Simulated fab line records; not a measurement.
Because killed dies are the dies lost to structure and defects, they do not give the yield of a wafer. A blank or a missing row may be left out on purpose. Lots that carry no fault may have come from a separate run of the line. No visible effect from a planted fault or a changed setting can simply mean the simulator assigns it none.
fab line records | flow n5-finfet
record lots=11 | wafers=27 | last-day=17
route steps=1938 shown BEOL_M0_SAQP@634 BEOL_M4@1111 MIM_BOT_ETCH@1868 PASSIVATION@1911
lots with no fault: from the same line, run without faults
start-h: the number of hours between the record's first day and the start of the first shown wafer of the lot | wait-h: how many hours have passed since the lot's step before this one | " same as the row above | L1.1+2: a single row standing in for several wafers | - no value, or no start was given | * or withheld: withheld | < > ~ a bound
route shown NAME@n: NAME is a module with steps in the file, n the number in the route of the first one | usual: mean/standard deviation taken from wafers without a fault | same: alike in all rows | chamber/n: place in a boat | sites: readings site by site | _std_site: the standard deviation of these | _edge_site: outer sites' mean less inner sites' | radius-mm: how far each site lies from the wafer's centre | mask NAME#n: copy n | behind: the tool/chamber that last shaped the wafer | hold: the reason the lot was held/the length of the hold in hours/how it ended | device: the transistor (n, p or np) that didn't switch | end of line: the same wafers' tests at the end of the route | where a step has no rows: the recipe by itself | killed: at the first sort, the dies lost to defects and structure; wafer yield is something else | map: shows each die of a wafer: x if killed, . if not, _ if none is there
set.NAME: setting as actually run; set.NAME@STEP: the setting as run at that earlier step | model.NAME: the simulator's own value behind a step, which no gauge read
route steps across a sampled set of lots; one table per step, one row per wafer
services: a tool's chamber out of use, with start hour (start-h, from the record's first day; less than 0 if before it), hours out, and reason
## steps
# step N5_BEOL_M0_SAQP_HM_DEP_02
# recipe material=TiN | target-thk-a=120 | temp-c=25 | chamber-pressure-pa=0.49996
# usual throttle-valve-pct=29.8/0.79
lot.wafer | tool           | chamber | start-h | wait-h | throttle-valve-pct
L749.1    | pvd-sputter-02 | -       | 115.31  | 0.3    | 27.7
L749.4    | "              | -       | "       | "      | 29.0
L749.6    | "              | -       | "       | "      | 29.0
L751.5    | pvd-sputter-03 | -       | 125.42  | 0.6    | 29.5
L751.6    | "              | -       | "       | "      | 30.2
L752.2    | pvd-sputter-01 | -       | 136.65  | 0.5    | 29.2
L752.4    | "              | -       | "       | "      | 29.5
L752.5    | "              | -       | "       | "      | 30.2
L753.1    | pvd-sputter-03 | -       | 139.71  | 0.6    | 29.5
L753.2    | "              | -       | "       | "      | 30.5
L753.3    | "              | -       | "       | "      | 30.0
L754.2    | pvd-sputter-01 | -       | 150.51  | 0.4    | 30.3
L754.5    | "              | -       | "       | "      | 29.1
L755.2    | pvd-sputter-01 | -       | 154.10  | 1.0    | 30.2
L755.3    | "              | -       | "       | "      | 31.0
L756.1    | pvd-sputter-02 | -       | 158.74  | 2.7    | 31.1
L756.6    | "              | -       | "       | "      | 29.0
L757.3    | pvd-sputter-01 | -       | 162.37  | 0.8    | 29.0
L757.4    | "              | -       | "       | "      | 29.9
L760.3    | pvd-sputter-01 | -       | 184.24  | 1.3    | 29.5
L760.4    | "              | -       | "       | "      | 28.8
L760.6    | "              | -       | "       | "      | 29.9
L764.1    | pvd-sputter-01 | -       | 207.24  | 2.8    | 30.1
L764.2    | "              | -       | "       | "      | 29.1
L764.3    | "              | -       | "       | "      | 30.8
L766.3    | pvd-sputter-01 | -       | 220.29  | 1.3    | 30.5
L766.4    | "              | -       | "       | "      | 29.6
# step N5_BEOL_M4_RC_MEAS_101
# usual DIBL_N=37.4/2.1 | DIBL_P=37.8/2.5 | IOFF_N=0.19/0.045 | IOFF_P=0.24/0.05 | ION_N=682/16 | ION_P=467/11 | SS_N=71.9/0.67 | SS_P=73.6/0.76 | VT_N=247/3.6 | VT_P=-248/3.6
lot.wafer | tool      | chamber | start-h | wait-h | DIBL_N[mV/V] | DIBL_P[mV/V] | IOFF_N[nA/um] | IOFF_P[nA/um] | ION_N[uA/um] | ION_P[uA/um] | SS_N[mV/dec] | SS_P[mV/dec] | VT_N[mV] | VT_P[mV]
L749.1    | prober-02 | 0       | 164.85  | 0.0    | 38.1         | 39.5         | 0.21          | 0.28          | 690          | 475          | 71.5         | 73.1         | 244      | -245
L749.4    | "         | 0       | "       | "      | 38.6         | 39.0         | 0.22          | 0.29          | 698          | 479          | 71.9         | 73.1         | 243      | -244
L749.6    | "         | 0       | "       | "      | 36.7         | 37.9         | 0.19          | 0.28          | 696          | 477          | 71.7         | 72.5         | 241      | -243
L751.5    | prober-01 | 0       | 181.68  | 0.6    | 35.5         | 36.7         | 0.14          | 0.21          | 666          | 463          | 71.5         | 73.2         | 252      | -252
L751.6    | "         | 0       | "       | "      | 37.0         | 36.9         | 0.16          | 0.22          | 669          | 458          | 71.8         | 73.8         | 249      | -249
L753.1    | prober-02 | 0       | 191.10  | 0.0    | 38.9         | 39.8         | 0.23          | 0.29          | 704          | 477          | 73.0         | 74.0         | 242      | -244
L753.2    | "         | 0       | "       | "      | 35.4         | 36.1         | 0.16          | 0.22          | 665          | 459          | 72.0         | 73.6         | 245      | -246
L753.3    | "         | 0       | "       | "      | 33.9         | 34.6         | 0.13          | 0.20          | 682          | 477          | 71.7         | 72.8         | 250      | -250
L752.2    | prober-02 | 0       | 197.43  | 0.2    | 36.7         | 36.8         | 0.16          | 0.21          | 680          | 463          | 71.6         | 72.6         | 250      | -251
L752.4    | "         | 0       | "       | "      | 37.8         | 38.5         | 0.19          | 0.25          | 689          | 465          | 72.7         | 73.0         | 248      | -250
L752.5    | "         | 0       | "       | "      | 39.9         | 39.8         | 0.22          | 0.29          | 668          | 458          | 73.3         | 74.1         | 246      | -246
L754.2    | prober-02 | 0       | 212.62  | 0.2    | 36.2         | 37.4         | 0.16          | 0.22          | 689          | 470          | 71.4         | 73.9         | 247      | -248
L754.5    | "         | 0       | "       | "      | 35.6         | 36.6         | 0.16          | 0.21          | 695          | 473          | 72.0         | 73.1         | 249      | -249
L755.2    | prober-02 | 0       | 215.91  | 0.2    | 38.6         | 38.7         | 0.20          | 0.21          | 692          | 458          | 72.2         | 74.4         | 246      | -255
L755.3    | "         | 0       | "       | "      | 36.3         | 36.8         | 0.16          | 0.19          | 667          | 448          | 72.1         | 73.4         | 246      | -254
L757.3    | prober-01 | 0       | 216.33  | 0.3    | 40.0         | 40.1         | 0.23          | 0.26          | 670          | 451          | 72.4         | 74.1         | 248      | -248
L757.4    | "         | 0       | "       | "      | 35.1         | 36.0         | 0.15          | 0.21          | 684          | 467          | 70.8         | 72.1         | 247      | -249
L756.1    | prober-01 | 0       | 217.65  | 0.0    | 40.9         | 43.1         | 0.31          | 0.38          | 709          | 491          | 72.6         | 75.3         | 238      | -241
L756.6    | "         | 0       | "       | "      | 36.3         | 36.8         | 0.18          | 0.25          | 711          | 492          | 71.1         | 73.5         | 247      | -245
L760.3    | prober-01 | 0       | 245.91  | 0.3    | 41.3         | 43.0         | 0.24          | 0.33          | 676          | 463          | 72.7         | 74.0         | 245      | -246
L760.4    | "         | 0       | "       | "      | 40.2         | 42.4         | 0.24          | 0.32          | 695          | 479          | 72.9         | 74.7         | 245      | -247
L760.6    | "         | 0       | "       | "      | 39.6         | 40.5         | 0.23          | 0.28          | 713          | 481          | 72.3         | 74.7         | 245      | -246
L764.1    | prober-02 | 0       | 277.89  | 0.0    | 36.5         | 36.2         | 0.16          | 0.21          | 671          | 456          | 71.4         | 73.0         | 248      | -249
L764.2    | "         | 0       | "       | "      | 35.8         | 36.9         | 0.16          | 0.22          | 687          | 474          | 71.8         | 73.5         | 250      | -250
# step N5_MIM_BOT_ETCH_ETCH_00
# recipe chemistry=Cl2/BCl3 | target=TiN | target-depth-a=455 | ion-energy-ev=150 | pressure-mtorr=10 | icp-w=1000 | bias-w=126 | Cl2_flow_sccm=53.25 | bcl3-flow-sccm=21.75 | Ar_flow_sccm=25
# usual bcl3-flow-sccm=21.76/0.062 | drypump-motor-current-A=5.7/0.39 | oes-product-au=0.78/0.073 | throttle-valve-pct=21.82/0.25
lot.wafer | tool         | chamber | start-h | wait-h | bcl3-flow-sccm | drypump-motor-current-A | oes-product-au | rf-hours-counter-h | throttle-valve-pct
L749.1    | rie-metal-02 | 0       | 257.72  | 0.1    | 21.81          | 5.6                     | 0.72           | 55                 | 21.75
L749.4    | "            | 0       | "       | "      | 21.76          | 5.6                     | 0.72           | -                  | 21.75
L749.6    | "            | 1       | "       | "      | 21.68          | 6.3                     | 0.74           | -                  | 21.42
L751.5    | rie-metal-02 | 0       | 272.38  | 0.1    | 21.70          | 5.6                     | 0.71           | -                  | 21.77
L751.6    | "            | 1       | "       | "      | 21.65          | 6.3                     | 0.73           | -                  | 21.43
L753.1    | rie-metal-02 | 1       | 281.20  | 0.1    | 21.91          | 6.3                     | 0.73           | 49                 | 21.43
L753.2    | "            | 0       | "       | "      | 21.71          | 5.6                     | 0.71           | 57                 | 21.75
L753.3    | "            | 0       | "       | "      | 21.77          | 5.6                     | 0.72           | -                  | 21.72
L752.2    | rie-metal-02 | 0       | 283.94  | 0.1    | 21.83          | 5.6                     | 0.71           | 57                 | 21.76
L752.4    | "            | 1       | "       | "      | 21.82          | 6.3                     | 0.73           | -                  | 21.44
L752.5    | "            | 1       | "       | "      | 21.80          | 6.3                     | 0.73           | -                  | 21.41
L754.2    | rie-metal-01 | 1       | 294.22  | 0.1    | 21.75          | 5.5                     | 0.92           | 9                  | 22.03
L754.5    | "            | 1       | "       | "      | 21.75          | 5.5                     | 0.91           | -                  | 22.01
L757.3    | rie-metal-01 | 1       | 303.29  | 0.1    | 21.70          | 5.5                     | 0.91           | -                  | 22.02
L757.4    | "            | 0       | "       | "      | 21.81          | 5.2                     | 0.86           | -                  | 22.09
L755.2    | rie-metal-01 | 1       | 306.25  | 0.1    | 21.80          | 5.5                     | 0.91           | 11                 | 22.02
L755.3    | "            | 1       | "       | "      | 21.79          | 5.5                     | 0.90           | -                  | 22.03
L756.1    | rie-metal-01 | 0       | 317.62  | 0.1    | 21.69          | 5.2                     | 0.84           | 23                 | 22.09
L756.6    | "            | 0       | "       | "      | 21.71          | 5.1                     | 0.85           | -                  | 22.10
L760.3    | rie-metal-03 | 1       | 344.44  | 0.1    | 21.81          | 6.0                     | 0.75           | -                  | 22.00
L760.4    | "            | 0       | "       | "      | 21.69          | 5.6                     | 0.74           | -                  | 21.70
L760.6    | "            | 1       | "       | "      | 21.75          | 6.0                     | 0.76           | -                  | 22.00
L764.1    | rie-metal-02 | 1       | 366.92  | 0.1    | 21.60          | 6.3                     | 0.72           | 55                 | 21.43
L764.2    | "            | 0       | "       | "      | 21.82          | 5.7                     | 0.70           | 63                 | 21.74
# step N5_PASSIVATION_STRIP_34
# recipe chemistry=O2 | power-w=600 | temp-c=60 | pressure-mtorr=30 | rf-frequency-hz=6e+07 | bias-power-w=0 | overash-fraction=2 | o2-flow-sccm=225
# usual drypump-motor-current-A=5.5/0.43 | oes-product-au=0.78/0.064 | rf-vpp-V=3.6/1.5 | showerhead-plenum-p-Torr=2.14/0.063 | throttle-valve-pct=16.68/0.25
# same bias-power-w=0
lot.wafer | tool        | chamber | start-h | wait-h | drypump-motor-current-A | oes-product-au | rf-hours-counter-h | rf-vpp-V | showerhead-plenum-p-Torr | throttle-valve-pct
L749.1    | rie-diel-01 | 3       | 262.39  | 0.1    | 5.7                     | 0.75           | 153                | 2.5      | 2.10                     | 17.03
L749.4    | "           | 1       | "       | "      | 5.7                     | 0.85           | 60                 | 4.5      | 2.21                     | 16.83
L749.6    | "           | 2       | "       | "      | 5.2                     | 0.80           | -                  | 4.4      | 2.08                     | 16.29
L751.5    | rie-diel-02 | 2       | 275.85  | 0.0    | 6.4                     | 0.82           | -                  | 6.4      | 2.18                     | 16.57
L751.6    | "           | 1       | "       | "      | 5.0                     | 0.76           | -                  | 3.3      | 2.22                     | 16.76
L753.1    | rie-diel-02 | 2       | 285.17  | 0.1    | 6.4                     | 0.81           | 89                 | 3.1      | 2.18                     | 16.56
L753.2    | "           | 3       | "       | "      | 5.2                     | 0.72           | 165                | 4.4      | 2.10                     | 16.93
L753.3    | "           | 0       | "       | "      | 4.9                     | 0.75           | 187                | 2.1      | 2.08                     | 16.65
L752.2    | rie-diel-05 | 1       | 290.01  | 0.1    | 5.6                     | 0.76           | 177                | 3.9      | 2.22                     | 16.55
L752.4    | "           | 0       | "       | "      | 5.4                     | 0.82           | 95                 | 4.0      | 2.02                     | 16.71
L752.5    | "           | 2       | "       | "      | 5.2                     | 0.92           | -                  | 4.2      | 2.15                     | 16.31
L754.2    | rie-diel-02 | 2       | 300.68  | 0.1    | 6.3                     | 0.81           | 94                 | 1.7      | 2.18                     | 16.52
L754.5    | "           | 0       | "       | "      | 4.8                     | 0.75           | -                  | 5.2      | 2.08                     | 16.67
L757.3    | rie-diel-01 | 2       | 308.43  | 0.1    | 5.2                     | 0.75           | 136                | 2.5      | 2.08                     | 16.31
L757.4    | "           | 0       | "       | "      | 6.1                     | 0.91           | 29                 | 4.4      | 2.21                     | 16.40
L755.2    | rie-diel-01 | 2       | 311.23  | 0.1    | 5.2                     | 0.75           | 137                | 4.5      | 2.08                     | 16.28
L755.3    | "           | 3       | "       | "      | 5.7                     | 0.72           | 170                | 2.8      | 2.09                     | 17.11
L756.1    | rie-diel-05 | 2       | 322.61  | 0.1    | 5.2                     | 0.90           | 35                 | 2.6      | 2.14                     | 16.33
L756.6    | "           | 3       | "       | "      | 5.0                     | 0.81           | -                  | 2.4      | 2.12                     | 16.88
L760.3    | rie-diel-05 | 1       | 348.97  | 0.1    | 5.6                     | 0.72           | 195                | 2.8      | 2.21                     | 16.56
L760.4    | "           | 3       | "       | "      | 5.1                     | 0.77           | 138                | 3.0      | 2.11                     | 16.85
L760.6    | "           | 1       | "       | "      | 5.6                     | 0.71           | -                  | 2.1      | 2.21                     | 16.57
L764.1    | rie-diel-01 | 0       | 370.49  | 0.1    | 6.1                     | 0.89           | 50                 | 4.2      | 2.20                     | 16.49
L764.2    | "           | 1       | "       | "      | 5.7                     | 0.80           | 94                 | 1.6      | 2.20                     | 16.97
# step N5_PASSIVATION_PASS_ETCH_47
# recipe chemistry=CF4/O2 | target=SiNx | target-depth-a=7700 | time-s=385 | ion-energy-ev=100 | pressure-mtorr=40 | source-w=535 | bias-w=49 | Ar_flow_sccm=100 | cf4-flow-sccm=100 | O2_flow_sccm=10
# usual drypump-motor-current-A=5.4/0.46 | oes-product-au=0.78/0.056 | rf-vpp-V=243/4.7 | showerhead-plenum-p-Torr=2.24/0.058 | throttle-valve-pct=15.88/0.23
lot.wafer | tool        | chamber | start-h | wait-h | drypump-motor-current-A | oes-product-au | rf-hours-counter-h | rf-vpp-V | showerhead-plenum-p-Torr | throttle-valve-pct
L749.1    | rie-diel-05 | 0       | 263.81  | 0.0    | 5.4                     | 0.85           | 86                 | 236      | 2.14                     | 15.93
L749.4    | "           | 3       | "       | "      | 5.1                     | 0.81           | 113                | 246      | 2.22                     | 16.00
L749.6    | "           | 1       | "       | "      | 5.6                     | 0.74           | -                  | 250      | 2.28                     | 15.56
L751.5    | rie-diel-01 | 3       | 277.19  | 0.1    | 5.7                     | 0.74           | -                  | 240      | 2.22                     | 16.30
L751.6    | "           | 0       | "       | "      | 6.0                     | 0.92           | -                  | 250      | 2.31                     | 15.57
L753.1    | rie-diel-02 | 3       | 286.46  | 0.0    | 5.2                     | 0.74           | 166                | 240      | 2.21                     | 16.05
L753.2    | "           | 0       | "       | "      | 4.9                     | 0.74           | 188                | 249      | 2.19                     | 15.85
L753.3    | "           | 1       | "       | "      | 5.0                     | 0.76           | 135                | 243      | 2.31                     | 15.91
L752.2    | rie-diel-02 | 0       | 291.45  | 0.0    | 4.9                     | 0.74           | 189                | 249      | 2.18                     | 15.83
L752.4    | "           | 2       | "       | "      | 6.3                     | 0.79           | 91                 | 236      | 2.31                     | 15.82
L752.5    | "           | 3       | "       | "      | 5.2                     | 0.73           | -                  | 241      | 2.20                     | 16.07
L754.2    | rie-diel-05 | 1       | 301.85  | 0.0    | 5.6                     | 0.74           | 180                | 251      | 2.28                     | 15.58
L754.5    | "           | 1       | "       | "      | 5.6                     | 0.74           | -                  | 250      | 2.28                     | 15.58
L757.3    | rie-diel-02 | 0       | 309.60  | 0.0    | 4.9                     | 0.74           | 194                | 248      | 2.18                     | 15.85
L757.4    | "           | 1       | "       | "      | 5.0                     | 0.76           | 141                | 242      | 2.31                     | 15.90
L755.2    | rie-diel-02 | 1       | 312.57  | 0.0    | 4.9                     | 0.75           | 142                | 241      | 2.31                     | 15.92
L755.3    | "           | 3       | "       | "      | 5.2                     | 0.73           | 173                | 240      | 2.20                     | 16.08
L756.1    | rie-diel-02 | 1       | 324.00  | 0.0    | 5.0                     | 0.75           | 147                | 243      | 2.31                     | 15.91
L756.6    | "           | 0       | "       | "      | 4.9                     | 0.73           | -                  | 249      | 2.18                     | 15.86
L760.3    | rie-diel-01 | 3       | 350.26  | 0.0    | 5.7                     | 0.71           | 184                | 239      | 2.21                     | 16.35
L760.4    | "           | 2       | "       | "      | 5.2                     | 0.74           | 150                | 246      | 2.20                     | 15.61
L760.6    | "           | 0       | "       | "      | 6.0                     | 0.88           | -                  | 249      | 2.30                     | 15.62
L764.1    | rie-diel-05 | 0       | 371.65  | 0.0    | 5.4                     | 0.81           | 118                | 236      | 2.13                     | 16.01
L764.2    | "           | 1       | "       | "      | 5.6                     | 0.72           | 202                | 249      | 2.27                     | 15.62
# step N5_PASSIVATION_PROBE_49
# usual defect-limited-yield=90.9/1.6 | killed_at_M0_to_M3=34/10 | killed_at_M4_up=13/5.4 | killed-at-contacts=13/6 | killed-at-front-end=42/13 | killed-at-other=4/3.2 | killed-dies=107/18 | killed-on-rim=14/4.2 | killed-open=69/14 | killed-short=35/7.7 | sort_bin_4_leakage=0.02/0.17 | sort_bin_5_function=5.3/1 | sort_bin_6_memory=3.3/0.75 | sort-n-pass=1073/19 | sort-yield-pct=90.9/1.6
# same gross-dies=1180 | killed-at-back-side=0 | sort_bin_8_speed[%]=0
lot.wafer | tool      | chamber | start-h | wait-h | defect-limited-yield[%] | killed_at_M0_to_M3 | killed_at_M4_up | killed-at-contacts | killed-at-front-end | killed-at-other | killed-dies | killed-on-rim | killed-open | killed-short | sort_bin_4_leakage[%] | sort_bin_5_function[%] | sort_bin_6_memory[%] | sort-n-pass | sort-yield-pct[%]
L764.1    | prober-02 | -       | 374.66  | 0.0    | 89.0                    | 43                 | 12              | 8                  | 57                  | 10              | 130         | 22            | 82          | 38           | 0                     | 7.2                    | 3.7                  | 1050        | 89.0
L764.2    | prober-02 | -       | 374.71  | 0.1    | 88.3                    | 48                 | 10              | 11                 | 55                  | 14              | 138         | 12            | 90          | 47           | 0                     | 7.6                    | 3.7                  | 1042        | 88.3
L764.3    | prober-02 | -       | 374.76  | 0.1    | 0                       | 1104               | 8               | 8                  | 50                  | 10              | 1180        | 152           | 85          | 43           | 0                     | 94.7                   | 4.9                  | 0           | 0
L766.3    | prober-02 | -       | 407.88  | 0.1    | 0                       | 1087               | 21              | 17                 | 54                  | 1               | 1180        | 152           | 99          | 30           | 0                     | 95.5                   | 4.2                  | 0           | 0
L766.4    | prober-02 | -       | 407.93  | 0.2    | 0                       | 1108               | 15              | 11                 | 45                  | 1               | 1180        | 152           | 56          | 40           | 0                     | 96.7                   | 3.1                  | 0           | 0
# killed by level:class
L764.1 FIN_SAQP:geometric-particle:open=15 STI_FIN_REVEAL:geometric-particle:open=12 BEOL_M3:geometric-particle:open=12 BEOL_M0_SAQP:geometric-particle:short=8 BEOL_M0_SAQP:geometric-particle:open=8 BEOL_M1:geometric-particle:open=8 FIN_CUT:area-etch=8 GATE_CUT:geometric-particle:short=5
L764.2 FIN_SAQP:geometric-particle:open=22 BEOL_M0_SAQP:geometric-particle:open=13 BEOL_M0_SAQP:geometric-particle:short=11 BEOL_M3:geometric-particle:open=10 STI_FIN_REVEAL:geometric-particle:open=8 MOL_CONTACT_COAG:geometric-particle:open=8 GATE_CUT:geometric-particle:short=6 GATE_CUT:geometric-particle:open=5
L764.3 BEOL_M0_SAQP:area-dep=1052 STI_FIN_REVEAL:geometric-particle:open=18 BEOL_M0_SAQP:geometric-particle:short=17 BEOL_M0_SAQP:geometric-particle:open=11 STI_FIN_REVEAL:geometric-particle:short=9 DUMMY_GATE:geometric-particle:open=9 BEOL_M3:geometric-particle:open=9 MOL_CONTACT_COAG:geometric-particle:open=7
L766.3 BEOL_M0_SAQP:area-dep=1048 STI_FIN_REVEAL:geometric-particle:open=17 BEOL_M0_SAQP:geometric-particle:open=15 MOL_CONTACT_COAG:geometric-particle:open=13 FIN_SAQP:geometric-particle:open=12 BEOL_M0_SAQP:geometric-particle:short=9 BEOL_M7:geometric-particle:open=7 FIN_SAQP:geometric-particle:short=6
L766.4 BEOL_M0_SAQP:area-dep=1083 MOL_CONTACT_COAG:geometric-particle:open=10 BEOL_M2:geometric-particle:short=8 DUMMY_GATE:geometric-particle:open=7 FIN_SAQP:geometric-particle:short=5 FIN_SAQP:geometric-particle:open=5 STARTING-WAFER:geometric-particle:short=5 STI_FIN_REVEAL:geometric-particle:open=5
## services
tool           | chamber | start-h | hours | kind
rie-diel-05    | -       | 112.03  | 4.3   | pm
rie-diel-02    | 2       | 136.70  | 8.8   | repair
rie-diel-02    | -       | 154.74  | 14.6  | pm
rie-diel-05    | 2       | 159.38  | 5.2   | repair
rie-metal-01   | -       | 167.32  | 2.4   | repair
rie-diel-02    | 1       | 170.92  | 3.2   | repair
rie-diel-05    | 2       | 185.33  | -     | clean
rie-diel-05    | 2       | 185.33  | -     | consumable-replace:focus-ring
rie-diel-05    | 2       | 185.33  | 22.6  | scheduled-down
rie-diel-05    | 2       | 185.33  | 22.6  | vent-cycle
rie-diel-01    | 0       | 194.65  | -     | clean
rie-diel-01    | 0       | 194.65  | -     | consumable-replace:focus-ring
rie-diel-02    | -       | 201.05  | 2.8   | pm
rie-diel-05    | 3       | 264.39  | 4.8   | repair
rie-metal-01   | -       | 272.73  | 0.1   | repair
rie-diel-05    | -       | 272.79  | 2.8   | pm
rie-diel-01    | 1       | 293.56  | 7.0   | repair
rie-diel-05    | 0       | 301.41  | 5.1   | repair
pvd-sputter-02 | -       | 305.99  | 6.3   | repair
rie-metal-02   | -       | 307.13  | 0.8   | repair
rie-diel-02    | 2       | 322.94  | 2.0   | repair
rie-metal-03   | 1       | 354.96  | 15.2  | repair
pvd-sputter-02 | -       | 359.20  | 3.8   | repair
rie-diel-05    | 0       | 366.04  | 5.1   | repair
## key
first-sign step=N5_PASSIVATION_PROBE_49 | reading=killed_at_M0_to_M3 | direction=up | sigmas=99+ | usual=34 | struck=1100
effect step=N5_PASSIVATION_PROBE_49 | reading=sort_bin_5_function | direction=up | sigmas=90 | usual=5.3 | struck=95.6
more-kills-born-at N5_BEOL_M0_SAQP_HM_DEP_02@pvd-sputter-01=3183
met-at N5_BEOL_M0_SAQP_HM_DEP_02
struck-lots L764,L766
struck-wafers L764.3,L766.3,L766.4
later-rows-left-out L764.3,L766.3,L766.4
not-acting-at N5_MIM_BOT_ETCH_ETCH_00,N5_PASSIVATION_STRIP_34,N5_PASSIVATION_PASS_ETCH_47
onset-between 184.24 207.24
fault kind=process-parameter-drift | tool=pvd-sputter-01 | chamber=- | onset-h=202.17 | steps=N5_BEOL_M0_SAQP_HM_DEP_02 | channel=target-thk-a | offset=* | shape=step | end-h=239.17 | scope=struck-wafers-only | acts-in=* | stated=*
# later-rows-left-out: the simulator's readings of these wafers behind a module that went badly wrong aren't trusted and aren't shown, but for the sort
